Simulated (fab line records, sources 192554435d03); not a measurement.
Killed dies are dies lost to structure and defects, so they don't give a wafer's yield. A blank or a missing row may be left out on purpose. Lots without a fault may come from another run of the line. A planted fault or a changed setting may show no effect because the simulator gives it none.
fab line records | flow n5_finfet
record lots=5 wafers=15 last_day=18
route steps=1938 shown BEOL_M11@1538
lots that met no fault: from a run of the same line without faults
start_h: hours from the record's first day to the start of the lot's first wafer shown | wait_h: hours since the lot's step before | " the same as in the row above | L1.1+2: a row that stands for several wafers | - no value, or no start given | * or withheld: withheld | < > ~ a bound
route shown NAME@n: a module of which the file shows steps, and the number in the route of the first | usual: mean/standard deviation of fault-free wafers | same: alike in all rows | chamber/n: place in a boat | sites: the reading at each site | _std_site: their standard deviation | _edge_site: outer sites' mean less inner sites' | radius_mm: how far each site lies from the wafer's centre | mask NAME#n: copy n | behind: the tool/chamber that last shaped the wafer | hold: why the lot was held/for how many hours/how that ended | device: the transistor (n, p or np) that didn't switch | end of line: the same wafers' tests at the end of the route | a step without rows: its recipe alone | killed: dies lost to structure and defects at the first sort, not the wafer's yield | map: a wafer's dies, x killed, . not, _ none there
set.NAME: the setting as run; set.NAME@STEP: as run at that earlier step | model.NAME: the simulator's own value behind a step, which no gauge read
lots at some steps of the route; a table a step, a row a wafer
services: from which hour (start_h, from the record's first day; less than 0 if before it) a tool's chamber was out of use, for how many hours, and why
## steps
# step N5_BEOL_M11_THK_MEAS_01
# recipe reads=SiCOH_lowk_of_BEOL_M11_ILD_DEP_00
# usual M11_ILD_THK=268/3.4
# columns lot.wafer tool chamber start_h wait_h M11_ILD_THK[nm]
L077.2 film_metro-02 - 273.88 0.4 267
L077.3 " - " " 266
L077.6 " - " " 271
L081.2 film_metro-02 - 299.12 0.4 267
L081.4 " - " " 273
L081.5 " - " " 268
L087.2 film_metro-02 - 349.24 0.4 269
L087.3 " - " " 268
L087.4 " - " " 271
L093.1 film_metro-01 - 351.54 0.4 271
L093.4 " - " " 271
L093.6 " - " " 270
L094.4 film_metro-02 - 374.89 0.2 267
L094.5 " - " " 267
L094.6 " - " " 264
# step N5_BEOL_M11_PECVD_70
# recipe material=SiO2 target_thk_a=200 temp_c=400 precursor=TEOS/O2 pressure_torr=5.5 rf_w=450 teos_flow_sccm=53.8 gas=O2 flow_sccm=3000 time_s=22.7
# usual heater_power_w=686/94 showerhead_plenum_p_Torr=8.78/0.085 throttle_valve_pct=22.2/0.93
# columns lot.wafer tool chamber start_h wait_h heater_power_w showerhead_plenum_p_Torr throttle_valve_pct
L077.2 pecvd-04 1 273.91 0.0 645 8.72 22.9
L077.3 " 2 " " 582 8.84 21.6
L077.6 " 0 " " 577 8.89 23.4
L081.2 pecvd-04 2 299.15 0.0 742 8.84 21.8
L081.4 " 0 " " 562 8.86 23.5
L081.5 " 2 " " 725 8.87 21.5
L087.2 pecvd-04 2 349.29 0.0 642 8.86 21.8
L087.3 " 0 " " 532 8.88 23.7
L087.4 " 0 " " 526 8.90 23.6
L093.1 pecvd-01 1 351.58 0.0 655 8.74 22.7
L093.4 " 0 " " 843 8.88 20.1
L093.6 " 1 " " 684 8.75 22.6
L094.4 pecvd-03 0 374.94 0.1 550 8.72 21.4
L094.5 " 2 " " 788 8.61 22.0
L094.6 " 1 " " 729 8.77 21.9
# step N5_BEOL_M11_HM_DEP_02
# recipe material=TiN target_thk_a=200 temp_c=25 chamber_pressure_pa=0.49996
# usual throttle_valve_pct=30.3/1.2
# columns lot.wafer tool chamber start_h wait_h throttle_valve_pct
L077.2 pvd_sputter-03 - 275.21 1.3 29.1
L077.3 " - " " 29.3
L077.6 " - " " 29.2
L081.2 pvd_sputter-01 - 301.08 1.9 31.5
L081.4 " - " " 30.7
L081.5 " - " " 30.9
L087.2 pvd_sputter-02 - 350.11 0.8 32.2
L087.3 " - " " 29.8
L087.4 " - " " 29.3
L093.1 pvd_sputter-03 - 355.42 3.8 30.3
L093.4 " - " " 29.2
L093.6 " - " " 29.1
L094.4 pvd_sputter-02 - 375.35 0.4 29.5
L094.5 " - " " 29.9
L094.6 " - " " 28.5
# step N5_BEOL_M11_COAT_59
# recipe resist=SOC temp_c=250 time_s=60 spin_rpm=1500 resist_thk_nm=100
# usual plate_temp_C=250.00/0.19
# columns lot.wafer tool chamber start_h wait_h plate_temp_C
L077.2 litho_track-02 0 275.34 0.1 250.04
L077.3 " 0 " " 250.19
L077.6 " 0 " " 250.03
L081.2 litho_track-02 0 301.21 0.1 249.86
L081.4 " 0 " " 249.93
L081.5 " 0 " " 249.81
L087.2 litho_track-01 0 350.24 0.1 250.08
L087.3 " 0 " " 250.00
L087.4 " 0 " " 249.88
L093.1 litho_track-02 0 355.54 0.1 249.93
L093.4 " 0 " " 249.57
L093.6 " 0 " " 249.79
L094.4 litho_track-04 0 375.48 0.1 250.33
L094.5 " 0 " " 250.03
L094.6 " 0 " " 250.03
# step N5_BEOL_M11_COAT_60
# recipe resist=SiARC temp_c=220 time_s=60 spin_rpm=1500 resist_thk_nm=30
# usual plate_temp_C=219.99/0.17
# columns lot.wafer tool chamber start_h wait_h plate_temp_C
L077.2 litho_track-02 0 - - 219.71
L077.3 " 0 " " 219.81
L077.6 " 0 " " 219.59
L081.2 litho_track-02 0 - - 219.95
L081.4 " 0 " " 220.07
L081.5 " 0 " " 219.84
L087.2 litho_track-01 0 - - 220.38
L087.3 " 0 " " 220.41
L087.4 " 0 " " 220.43
L093.1 litho_track-02 0 - - 220.06
L093.4 " 0 " " 220.05
L093.6 " 0 " " 220.07
L094.4 litho_track-04 0 - - 219.86
L094.5 " 0 " " 219.88
L094.6 " 0 " " 219.77
# step N5_BEOL_M11_COAT_05
# recipe resist=CAR-ArF spin_rpm=1500 resist_thk_nm=90
# columns lot.wafer tool chamber start_h wait_h
L077.2+3+6 litho_track-02 0 - -
L081.2+4+5 litho_track-02 0 - -
L087.2+3+4 litho_track-01 0 - -
L093.1+4+6 litho_track-02 0 - -
L094.4+5+6 litho_track-04 0 - -
# step N5_BEOL_M11_EBR_07
# recipe solvent=PGMEA ebr_width_mm=1.5
# same ebr_width_mm=1.5
# columns lot.wafer tool chamber start_h wait_h
L077.2+3+6 litho_track-02 0 - -
L081.2+4+5 litho_track-02 0 - -
L087.2+3+4 litho_track-01 0 - -
L093.1+4+6 litho_track-02 0 - -
L094.4+5+6 litho_track-04 0 - -
# step N5_BEOL_M11_SOFTBAKE_06
# recipe temp_c=110 time_s=60 resist=CAR-ArF
# usual plate_temp_C=110.03/0.12
# columns lot.wafer tool chamber start_h wait_h plate_temp_C
L077.2 litho_track-02 0 - - 110.05
L077.3 " 0 " " 109.93
L077.6 " 0 " " 110.06
L081.2 litho_track-02 0 - - 110.04
L081.4 " 0 " " 110.11
L081.5 " 0 " " 110.24
L087.2 litho_track-01 0 - - 110.18
L087.3 " 0 " " 110.14
L087.4 " 0 " " 110.00
L093.1 litho_track-02 0 - - 109.85
L093.4 " 0 " " 109.82
L093.6 " 0 " " 109.93
L094.4 litho_track-04 0 - - 109.99
L094.5 " 0 " " 109.99
L094.6 " 0 " " 110.15
# step N5_BEOL_M11_EXPOSE_08
# recipe mask_id=M11 na=1.35 source_shape=dipole sigma_inner=0.411 sigma_outer=0.611 polarization=te dose_mj=53.75
# same na=1.35
# columns lot.wafer tool chamber start_h wait_h mask
L077.2+3+6 arfi_scanner-02 0 275.59 - M11#0
L081.2+4+5 arfi_scanner-01 0 301.33 - M11#0
L087.2+3+4 arfi_scanner-03 0 350.49 - M11#0
L093.1+4+6 arfi_scanner-01 0 355.78 - M11#0
L094.4+5+6 arfi_scanner-02 0 375.79 - M11#0
# step N5_BEOL_M11_PEB_09
# recipe peb_temp_c=withheld peb_time_s=60 resist=CAR-ArF
# columns lot.wafer tool chamber start_h wait_h
L077.2+3+6 litho_track-01 0 275.64 0.0
L081.2+4+5 litho_track-02 0 301.39 0.0
L087.2+3+4 litho_track-04 0 350.54 0.0
L093.1+4+6 litho_track-02 0 355.84 0.1
L094.4+5+6 litho_track-01 0 375.83 0.0
# step N5_BEOL_M11_DEVELOP_10
# recipe develop_time_s=30 developer=TMAH resist=CAR-ArF rinse_liquid=diw dry=air_spin dev_temp_c=23
# columns lot.wafer tool chamber start_h wait_h
L077.2+3+6 litho_track-01 0 - -
L081.2+4+5 litho_track-02 0 - -
L087.2+3+4 litho_track-04 0 - -
L093.1+4+6 litho_track-02 0 - -
L094.4+5+6 litho_track-01 0 - -
# step N5_BEOL_M11_CD_MEAS_11
# recipe target_cd_nm=64.1 landing_energy_ev=500 detector=se_inlens polarity=opening
# usual cd_nm=64.0/0.63
# columns lot.wafer tool chamber start_h wait_h cd_nm
L077.2 cd_sem-02 0 275.71 - 63.4
L077.3 " 0 " " 64.6
L077.6 " 0 " " 64.2
L081.2 cd_sem-02 0 301.46 - 64.9
L081.4 " 0 " " 64.7
L081.5 " 0 " " 65.2
L087.2 cd_sem-03 0 350.61 - 62.7
L087.3 " 0 " " 63.5
L087.4 " 0 " " 64.6
L093.1 cd_sem-01 0 355.91 - 64.0
L093.4 " 0 " " 64.1
L093.6 " 0 " " 63.3
L094.4 cd_sem-01 0 375.90 - 64.5
L094.5 " 0 " " 64.7
L094.6 " 0 " " 65.4
# step N5_BEOL_M11_OVL_MEAS_12
# recipe points_per_wafer=44
# usual M11_OVL=0.6/0.66
# columns lot.wafer tool chamber start_h wait_h M11_OVL[nm]
L077.2 overlay-01 0 275.74 0.0 0.8
L077.3 " 0 " " 0.0
L077.6 " 0 " " 0.2
L081.2 overlay-02 0 301.49 0.0 0.3
L081.4 " 0 " " 0.3
L081.5 " 0 " " 1.2
L087.2 overlay-02 0 350.64 0.0 0.6
L087.3 " 0 " " 0.7
L087.4 " 0 " " -0.4
L093.1 overlay-02 0 355.94 0.0 0.5
L093.4 " 0 " " 1.5
L093.6 " 0 " " 0.4
L094.4 overlay-01 0 375.93 0.0 0.2
L094.5 " 0 " " 0.9
L094.6 " 0 " " 0.6
# step N5_BEOL_M11_INSPECT_13
# recipe mode=adi inspect_instrument=brightfield
# usual raw_defect_count=412/83
# columns lot.wafer tool chamber start_h wait_h raw_defect_count
L077.2 defect_inspect-01 - 275.76 0.0 365
L077.3 " - " " 442
L077.6 " - " " 339
L081.2 defect_inspect-01 - 301.51 0.0 459
L081.4 " - " " 584
L081.5 " - " " 334
L087.2 defect_inspect-02 - 350.66 0.0 413
L087.3 " - " " 310
L087.4 " - " " 347
L093.1 defect_inspect-01 - 355.97 0.0 355
L093.4 " - " " 497
L093.6 " - " " 547
L094.4 defect_inspect-02 - 375.95 0.0 505
L094.5 " - " " 484
L094.6 " - " " 413
# step N5_BEOL_M11_DESCUM_16
# recipe chemistry=O2 time_s=7.9 source_power_w=50 bias_power_w=20 pressure_mtorr=20 rf_frequency_hz=2.712e+07 temp_c=40 resist=CAR-ArF o2_flow_sccm=225
# usual drypump_motor_current_A=5.5/0.41 oes_product_au=0.78/0.083 rf_vpp_V=242.9/1.3 showerhead_plenum_p_Torr=2.08/0.058 throttle_valve_pct=20.40/0.22
# columns lot.wafer tool chamber start_h wait_h drypump_motor_current_A oes_product_au rf_hours_counter_h rf_vpp_V showerhead_plenum_p_Torr throttle_valve_pct
L077.2 rie_diel-05 0 275.80 0.0 5.2 0.82 106 242.8 2.02 20.13
L077.3 " 2 " " 6.2 0.81 82 244.1 2.12 20.18
L077.6 " 0 " " 5.3 0.82 - 241.8 2.02 20.11
L081.2 rie_diel-05 1 302.02 0.5 5.6 0.68 243 245.5 2.14 20.34
L081.4 " 2 " " 6.2 0.80 88 243.0 2.12 20.20
L081.5 " 3 " " 5.1 0.91 - 243.1 2.05 20.43
L087.2 rie_diel-05 0 350.72 0.1 5.2 0.79 131 241.9 2.02 20.15
L087.3 " 3 " " 5.1 0.88 30 242.2 2.05 20.45
L087.4 " 1 " " 5.6 1.00 0 243.1 2.14 20.12
L093.1 rie_diel-06 3 356.00 0.0 5.6 0.68 234 243.7 2.16 20.70
L093.4 " 3 " " 5.7 0.68 - 243.8 2.16 20.72
L093.6 " 0 " " 5.2 0.76 - 242.2 2.00 20.69
L094.4 rie_diel-02 0 376.13 0.2 5.1 0.66 238 244.5 2.15 20.81
L094.5 " 2 " " 6.0 0.71 - 242.0 2.08 20.53
L094.6 " 3 " " 5.6 0.83 - 241.6 2.02 20.19
# step N5_BEOL_M11_ETCH_61
# recipe chemistry=CF4 target=SiARC target_depth_a=390 mask_material=CAR-ArF time_s=65 ion_energy_ev=80 pressure_mtorr=40 source_w=545 bias_w=36 Ar_flow_sccm=100 cf4_flow_sccm=100 ends=cleared
# usual drypump_motor_current_A=5.5/0.4 etch_rf_on_time_s=64.8/1.7 oes_product_au=0.67/0.073 rf_vpp_V=184.0/1.1 showerhead_plenum_p_Torr=2.13/0.055 throttle_valve_pct=15.60/0.25
# columns lot.wafer tool chamber start_h wait_h drypump_motor_current_A etch_rf_on_time_s oes_product_au rf_hours_counter_h rf_vpp_V showerhead_plenum_p_Torr throttle_valve_pct
L077.2 rie_diel-05 0 275.83 0.0 5.3 63.3 0.70 106 183.5 2.08 15.37
L077.3 " 2 " " 6.2 64.3 0.71 82 183.6 2.15 15.24
L077.6 " 0 " " 5.3 63.6 0.71 - 182.4 2.08 15.36
L081.2 rie_diel-05 1 302.06 0.0 5.6 63.4 0.60 243 186.1 2.19 15.69
L081.4 " 2 " " 6.2 64.1 0.70 88 184.5 2.15 15.26
L081.5 " 3 " " 5.1 65.2 0.79 - 184.1 2.12 15.59
L087.2 rie_diel-05 0 350.76 0.0 5.3 64.6 0.67 131 182.7 2.07 15.40
L087.3 " 3 " " 5.1 65.8 0.76 31 183.4 2.12 15.61
L087.4 " 1 " " 5.6 63.0 0.86 0 186.4 2.19 15.23
L093.1 rie_diel-06 3 356.03 0.0 5.6 68.3 0.57 234 184.3 2.20 15.87
L093.4 " 3 " " 5.7 68.4 0.57 - 185.4 2.20 15.87
L093.6 " 0 " " 5.1 66.5 0.63 - 182.9 2.06 15.91
L094.4 rie_diel-02 0 376.17 0.0 5.1 67.4 0.56 238 184.0 2.21 16.09
L094.5 " 2 " " 6.1 63.2 0.62 - 182.4 2.11 15.70
L094.6 " 3 " " 5.6 62.5 0.73 - 183.6 2.07 15.32
# step N5_BEOL_M11_ETCH_62
# recipe chemistry=N2/H2 target=SOC target_depth_a=1100 overetch_a=220 mask_material=SiARC temp_c=40 time_s=165 ion_energy_ev=200 pressure_mtorr=30 source_w=840 bias_w=150 n2_flow_sccm=200 h2_flow_sccm=200
# usual drypump_motor_current_A=5.6/0.41 oes_product_au=0.67/0.067 rf_vpp_V=523.5/1.9 showerhead_plenum_p_Torr=2.53/0.072 throttle_valve_pct=17.79/0.26
# columns lot.wafer tool chamber start_h wait_h drypump_motor_current_A oes_product_au rf_hours_counter_h rf_vpp_V showerhead_plenum_p_Torr throttle_valve_pct
L077.2 rie_diel-05 0 275.88 0.0 5.2 0.68 106 520.4 2.44 17.28
L077.3 " 2 " " 6.2 0.70 82 525.3 2.59 17.60
L077.6 " 0 " " 5.2 0.69 - 522.2 2.44 17.29
L081.2 rie_diel-05 1 302.11 0.0 5.6 0.59 243 525.8 2.61 17.83
L081.4 " 2 " " 6.2 0.69 88 523.8 2.59 17.62
L081.5 " 3 " " 5.1 0.78 - 522.3 2.48 17.76
L087.2 rie_diel-05 0 350.81 0.0 5.2 0.67 131 521.5 2.43 17.34
L087.3 " 3 " " 5.1 0.76 31 522.4 2.47 17.78
L087.4 " 1 " " 5.6 0.84 0 525.6 2.61 17.50
L093.1 rie_diel-06 3 356.08 0.0 5.6 0.59 234 525.2 2.61 18.04
L093.4 " 3 " " 5.6 0.59 - 525.4 2.61 18.02
L093.6 " 0 " " 5.2 0.64 - 522.4 2.44 18.16
L094.4 rie_diel-02 0 376.22 0.0 5.1 0.58 238 526.1 2.59 18.20
L094.5 " 2 " " 6.0 0.61 - 523.8 2.52 17.85
L094.6 " 3 " " 5.6 0.71 - 520.6 2.48 17.79
# step N5_BEOL_M11_STRIP_68
# recipe chemistry=N2/H2 temp_c=40 n2_flow_sccm=200 h2_flow_sccm=200 rf_frequency_hz=6e+07
# columns lot.wafer tool chamber start_h wait_h
L077.2+3+6 rie_diel-05 0,2,0 276.02 0.1
L081.2+4+5 rie_diel-05 1,2,3 302.24 0.1
L087.2+3+4 rie_diel-05 0,3,1 350.94 0.1
L093.1+4+6 rie_diel-06 3,3,0 356.22 0.1
L094.4+5+6 rie_diel-02 0,2,3 376.36 0.1
# step N5_BEOL_M11_STRIP_67
# recipe chemistry=CF4 resist=SiARC power_w=300 bias_power_w=75 pressure_mtorr=50 cf4_flow_sccm=150 rf_frequency_hz=6e+07
# usual drypump_motor_current_A=5.5/0.41 oes_product_au=0.79/0.08 power_w=300.0/0.92 rf_vpp_V=270.9/1.3 showerhead_plenum_p_Torr=1.79/0.046 throttle_valve_pct=13.56/0.26
# columns lot.wafer tool chamber start_h wait_h drypump_motor_current_A oes_product_au power_w rf_hours_counter_h rf_vpp_V showerhead_plenum_p_Torr throttle_valve_pct
L077.2 rie_diel-05 0 276.03 0.0 5.2 0.81 298.2 106 269.6 1.73 13.29
L077.3 " 2 " " 6.2 0.82 298.8 82 271.8 1.79 13.18
L077.6 " 0 " " 5.2 0.81 298.5 - 270.5 1.74 13.29
L081.2 rie_diel-05 1 302.25 0.0 5.6 0.69 300.8 243 272.8 1.84 13.73
L081.4 " 2 " " 6.2 0.81 299.3 88 271.1 1.79 13.20
L081.5 " 3 " " 5.1 0.91 300.2 - 269.2 1.78 13.50
L087.2 rie_diel-05 0 350.95 0.0 5.2 0.78 299.0 131 269.3 1.73 13.36
L087.3 " 3 " " 5.1 0.90 300.1 31 270.0 1.77 13.52
L087.4 " 1 " " 5.6 1.00 300.8 0 273.1 1.84 13.18
L093.1 rie_diel-06 3 356.23 0.0 5.7 0.69 301.3 234 272.9 1.84 13.91
L093.4 " 3 " " 5.7 0.70 300.3 - 272.1 1.84 13.92
L093.6 " 0 " " 5.1 0.75 302.7 - 268.1 1.72 13.84
L094.4 rie_diel-02 0 376.37 0.0 5.1 0.68 298.5 238 272.6 1.84 14.05
L094.5 " 2 " " 6.0 0.71 300.3 - 269.8 1.77 13.73
L094.6 " 3 " " 5.6 0.84 301.6 - 270.7 1.73 13.31
# step N5_BEOL_M11_HM_OPEN_17
# recipe chemistry=Cl2/BCl3 target_depth_a=200 overetch_a=60 target=TiN mask_material=SOC ion_energy_ev=150 pressure_mtorr=10 icp_w=1000 bias_w=126 Cl2_flow_sccm=53.25 bcl3_flow_sccm=21.75 Ar_flow_sccm=25
# usual bcl3_flow_sccm=21.76/0.065 drypump_motor_current_A=5.5/0.58 he_backside_leak_sccm=3.5/0.33 oes_ar_750_au=0.78/0.12 oes_product_au=0.66/0.093 throttle_valve_pct=22.13/0.23
# columns lot.wafer tool chamber start_h wait_h bcl3_flow_sccm drypump_motor_current_A he_backside_leak_sccm oes_ar_750_au oes_product_au rf_hours_counter_h throttle_valve_pct
L077.2 rie_metal-03 0 276.07 0.0 21.78 6.2 3.4 0.67 0.58 86 22.43
L077.3 " 1 " " 21.81 4.9 3.5 0.96 0.81 - 21.98
L077.6 " 1 " " 21.80 4.9 3.5 0.96 0.82 - 21.96
L081.2 rie_metal-01 1 302.29 0.0 21.72 5.9 3.1 0.82 0.68 33 22.05
L081.4 " 1 " " 21.74 5.9 3.0 0.82 0.68 - 22.04
L081.5 " 0 " " 21.82 4.8 3.5 0.98 0.81 - 21.83
L087.2 rie_metal-03 0 351.03 0.1 21.80 6.1 3.6 0.65 0.57 - 22.44
L087.3 " 0 " " 21.72 6.2 3.5 0.65 0.57 - 22.45
L087.4 " 0 " " 21.88 6.2 3.6 0.66 0.57 - 22.45
L093.1 rie_metal-03 0 356.27 0.0 21.76 6.1 3.6 0.65 0.57 94 22.44
L093.4 " 1 " " 21.69 4.9 3.7 0.89 0.74 - 21.99
L093.6 " 0 " " 21.72 6.1 3.5 0.66 0.56 - 22.45
L094.4 rie_metal-01 1 376.44 0.1 21.71 5.8 3.0 0.81 0.67 - 22.06
L094.5 " 1 " " 21.74 5.8 3.1 0.80 0.66 - 22.06
L094.6 " 0 " " 21.77 4.8 3.1 0.93 0.77 - 21.85
# step N5_BEOL_M11_STRIP_19
# recipe chemistry=O2 power_w=400 temp_c=40 pressure_mtorr=30 rf_frequency_hz=6e+07 bias_power_w=0 overash_fraction=0.2 o2_flow_sccm=225
# usual drypump_motor_current_A=5.6/0.39 oes_product_au=0.77/0.084 rf_vpp_V=3.7/0.61 showerhead_plenum_p_Torr=2.09/0.061 throttle_valve_pct=16.69/0.23
# columns lot.wafer tool chamber start_h wait_h drypump_motor_current_A oes_product_au rf_hours_counter_h rf_vpp_V showerhead_plenum_p_Torr throttle_valve_pct
L077.2 rie_diel-02 1 276.28 0.2 5.6 0.81 76 3.8 2.02 16.71
L077.3 " 2 " " 6.0 0.73 187 4.2 2.09 16.77
L077.6 " 3 " " 5.6 0.88 - 3.8 2.03 16.36
L081.2 rie_diel-05 0 302.50 0.2 5.2 0.81 114 3.6 2.02 16.41
L081.4 " 1 " " 5.6 0.68 243 4.4 2.14 16.70
L081.5 " 2 " " 6.2 0.81 - 3.1 2.13 16.43
L087.2 rie_diel-06 3 351.20 0.1 5.7 0.68 233 3.3 2.16 16.97
L087.3 " 0 " " 5.2 0.75 161 4.1 2.01 16.92
L087.4 " 2 " " 5.7 0.70 - 4.5 2.15 16.73
L093.1 rie_diel-05 3 356.50 0.2 5.1 0.89 31 3.8 2.05 16.62
L093.4 " 2 " " 6.2 0.79 107 4.0 2.12 16.47
L093.6 " 0 " " 5.2 0.80 - 4.8 2.02 16.41
L094.4 rie_diel-02 2 376.52 0.1 6.1 0.70 216 5.1 2.08 16.83
L094.5 " 1 " " 5.6 0.78 - 3.7 2.01 16.76
L094.6 " 2 " " 6.0 0.71 - 5.2 2.08 16.84
# step N5_BEOL_M11_CD_MEAS_18
# recipe pitch_nm=140 target_cd_nm=70
# usual cd_nm=70.0/0.64
# columns lot.wafer tool chamber start_h wait_h cd_nm
L077.2 cd_sem-02 - 276.35 0.1 69.4
L077.3 " - " " 70.8
L077.6 " - " " 70.3
L081.2 cd_sem-02 - 302.57 0.1 71.0
L081.4 " - " " 71.1
L081.5 " - " " 71.0
L087.2 cd_sem-02 - 351.27 0.1 68.7
L087.3 " - " " 69.4
L087.4 " - " " 70.1
L093.1 cd_sem-01 - 356.57 0.0 69.8
L093.4 " - " " 69.7
L093.6 " - " " 69.1
L094.4 cd_sem-03 - 376.59 0.1 70.8
L094.5 " - " " 70.8
L094.6 " - " " 71.4
# step N5_BEOL_M11_COAT_63
# recipe resist=SOC temp_c=250 time_s=60 spin_rpm=1500 resist_thk_nm=100
# usual plate_temp_C=249.98/0.19
# columns lot.wafer tool chamber start_h wait_h plate_temp_C
L077.2 litho_track-02 0 277.47 1.1 249.78
L077.3 " 0 " " 250.00
L077.6 " 0 " " 250.23
L081.2 litho_track-01 0 302.61 0.0 249.91
L081.4 " 0 " " 249.86
L081.5 " 0 " " 249.79
L087.2 litho_track-04 0 355.67 4.4 249.99
L087.3 " 0 " " 250.02
L087.4 " 0 " " 250.09
L093.1 litho_track-04 0 359.92 3.4 249.79
L093.4 " 0 " " 249.96
L093.6 " 0 " " 249.67
L094.4 litho_track-01 0 378.97 2.4 249.95
L094.5 " 0 " " 249.96
L094.6 " 0 " " 250.11
# step N5_BEOL_M11_COAT_64
# recipe resist=SiARC temp_c=220 time_s=60 spin_rpm=1500 resist_thk_nm=30
# usual plate_temp_C=219.99/0.18
# columns lot.wafer tool chamber start_h wait_h plate_temp_C
L077.2 litho_track-02 0 - - 220.20
L077.3 " 0 " " 220.39
L077.6 " 0 " " 220.03
L081.2 litho_track-01 0 - - 220.23
L081.4 " 0 " " 220.04
L081.5 " 0 " " 220.15
L087.2 litho_track-04 0 - - 220.06
L087.3 " 0 " " 220.11
L087.4 " 0 " " 219.75
L093.1 litho_track-04 0 - - 219.95
L093.4 " 0 " " 219.75
L093.6 " 0 " " 220.07
L094.4 litho_track-01 0 - - 220.30
L094.5 " 0 " " 220.09
L094.6 " 0 " " 219.97
# step N5_BEOL_M11_COAT_22
# recipe resist=CAR-ArF spin_rpm=1500 resist_thk_nm=90
# columns lot.wafer tool chamber start_h wait_h
L077.2+3+6 litho_track-02 0 - -
L081.2+4+5 litho_track-01 0 - -
L087.2+3+4 litho_track-04 0 - -
L093.1+4+6 litho_track-04 0 - -
L094.4+5+6 litho_track-01 0 - -
# step N5_BEOL_M11_EBR_24
# recipe solvent=PGMEA ebr_width_mm=1.5
# same ebr_width_mm=1.5
# columns lot.wafer tool chamber start_h wait_h
L077.2+3+6 litho_track-02 0 - -
L081.2+4+5 litho_track-01 0 - -
L087.2+3+4 litho_track-04 0 - -
L093.1+4+6 litho_track-04 0 - -
L094.4+5+6 litho_track-01 0 - -
# step N5_BEOL_M11_SOFTBAKE_23
# recipe temp_c=110 time_s=60 resist=CAR-ArF
# usual plate_temp_C=109.98/0.12
# columns lot.wafer tool chamber start_h wait_h plate_temp_C
L077.2 litho_track-02 0 - - 110.12
L077.3 " 0 " " 110.05
L077.6 " 0 " " 110.24
L081.2 litho_track-01 0 - - 109.85
L081.4 " 0 " " 109.96
L081.5 " 0 " " 109.88
L087.2 litho_track-04 0 - - 110.10
L087.3 " 0 " " 109.93
L087.4 " 0 " " 110.03
L093.1 litho_track-04 0 - - 110.04
L093.4 " 0 " " 109.88
L093.6 " 0 " " 110.09
L094.4 litho_track-01 0 - - 110.01
L094.5 " 0 " " 110.06
L094.6 " 0 " " 109.93
# step N5_BEOL_M11_EXPOSE_25
# recipe mask_id=V10 na=1.35 source_shape=annular sigma_inner=0.5 sigma_outer=0.8 polarization=unpolarized dose_mj=85.5
# same na=1.35
# columns lot.wafer tool chamber start_h wait_h mask
L077.2+3+6 arfi_scanner-01 0 277.89 - V10#0
L081.2+4+5 arfi_scanner-03 0 302.73 - V10#0
L087.2+3+4 arfi_scanner-01 0 355.83 - V10#0
L093.1+4+6 arfi_scanner-02 0 360.17 - V10#0
L094.4+5+6 arfi_scanner-03 0 379.23 - V10#0
# step N5_BEOL_M11_PEB_26
# recipe peb_temp_c=withheld peb_time_s=60 resist=CAR-ArF
# columns lot.wafer tool chamber start_h wait_h
L077.2+3+6 litho_track-04 0 277.94 0.1
L081.2+4+5 litho_track-02 0 302.79 0.1
L087.2+3+4 litho_track-02 0 355.89 0.1
L093.1+4+6 litho_track-02 0 360.23 0.1
L094.4+5+6 litho_track-04 0 379.28 0.0
# step N5_BEOL_M11_DEVELOP_27
# recipe develop_time_s=30 developer=TMAH resist=CAR-ArF rinse_liquid=diw dry=air_spin dev_temp_c=23
# columns lot.wafer tool chamber start_h wait_h
L077.2+3+6 litho_track-04 0 - -
L081.2+4+5 litho_track-02 0 - -
L087.2+3+4 litho_track-02 0 - -
L093.1+4+6 litho_track-02 0 - -
L094.4+5+6 litho_track-04 0 - -
# step N5_BEOL_M11_CD_MEAS_28
# recipe target_cd_nm=70 landing_energy_ev=500 detector=se_inlens polarity=opening
# usual cd_nm=70.0/0.89
# columns lot.wafer tool chamber start_h wait_h cd_nm
L077.2 cd_sem-01 0 278.01 - 70.3
L077.3 " 0 " " 69.4
L077.6 " 0 " " 70.5
L081.2 cd_sem-01 0 302.86 - 70.3
L081.4 " 0 " " 70.5
L081.5 " 0 " " 70.5
L087.2 cd_sem-01 0 355.96 - 68.7
L087.3 " 0 " " 68.4
L087.4 " 0 " " 69.2
L093.1 cd_sem-03 0 360.30 - 68.9
L093.4 " 0 " " 68.5
L093.6 " 0 " " 68.9
L094.4 cd_sem-03 0 379.35 - 69.2
L094.5 " 0 " " 69.2
L094.6 " 0 " " 70.1
# step N5_BEOL_M11_OVL_MEAS_29
# recipe points_per_wafer=44
# usual V10_OVL=0.2/0.54
# columns lot.wafer tool chamber start_h wait_h V10_OVL[nm]
L077.2 overlay-02 0 278.04 0.0 0.3
L077.3 " 0 " " 0.0
L077.6 " 0 " " 0.4
L081.2 overlay-02 0 302.89 0.0 0.4
L081.4 " 0 " " 0.4
L081.5 " 0 " " 0.6
L087.2 overlay-02 0 355.98 0.0 0.6
L087.3 " 0 " " 0.1
L087.4 " 0 " " 0.3
L093.1 overlay-01 0 360.33 0.0 1.3
L093.4 " 0 " " 0.0
L093.6 " 0 " " 0.7
L094.4 overlay-01 0 379.37 0.0 1.0
L094.5 " 0 " " 0.7
L094.6 " 0 " " -0.4
# step N5_BEOL_M11_INSPECT_30
# recipe mode=adi inspect_instrument=brightfield
# usual raw_defect_count=410/80
# columns lot.wafer tool chamber start_h wait_h raw_defect_count
L077.2 defect_inspect-01 - 278.06 0.0 367
L077.3 " - " " 433
L077.6 " - " " 328
L081.2 defect_inspect-02 - 302.91 0.0 427
L081.4 " - " " 519
L081.5 " - " " 315
L087.2 defect_inspect-01 - 356.01 0.0 469
L087.3 " - " " 311
L087.4 " - " " 372
L093.1 defect_inspect-02 - 360.35 0.0 337
L093.4 " - " " 479
L093.6 " - " " 517
L094.4 defect_inspect-01 - 379.40 0.0 591
L094.5 " - " " 545
L094.6 " - " " 430
## services
# columns tool chamber start_h hours kind
rie_diel-02 - 257.56 0.3 repair
arfi_scanner-02 - 259.05 1.3 pm
rie_diel-05 2 260.27 5.0 repair
arfi_scanner-02 - 260.82 7.1 repair
rie_diel-02 0 271.01 5.8 repair
arfi_scanner-03 - 272.93 1.3 pm
arfi_scanner-01 - 283.52 1.3 pm
arfi_scanner-02 - 286.19 1.0 pm
rie_diel-06 - 295.07 0.1 repair
rie_metal-03 0 299.21 7.3 repair
arfi_scanner-03 - 306.43 0.8 pm
arfi_scanner-02 - 310.61 1.0 pm
rie_diel-05 3 319.91 10.7 repair
pecvd-04 1 321.81 5.6 repair
rie_diel-02 1 328.63 4.6 repair
arfi_scanner-03 - 337.17 2.5 repair
arfi_scanner-03 - 339.69 1.0 pm
rie_metal-03 1 346.76 4.3 repair
arfi_scanner-02 - 352.41 1.0 repair
arfi_scanner-02 - 354.94 3.1 pm
rie_diel-02 0 358.37 6.8 repair
rie_diel-05 - 361.43 1.6 repair
rie_diel-02 - 370.37 2.8 pm
arfi_scanner-01 - 371.81 0.8 pm
## key
fault none
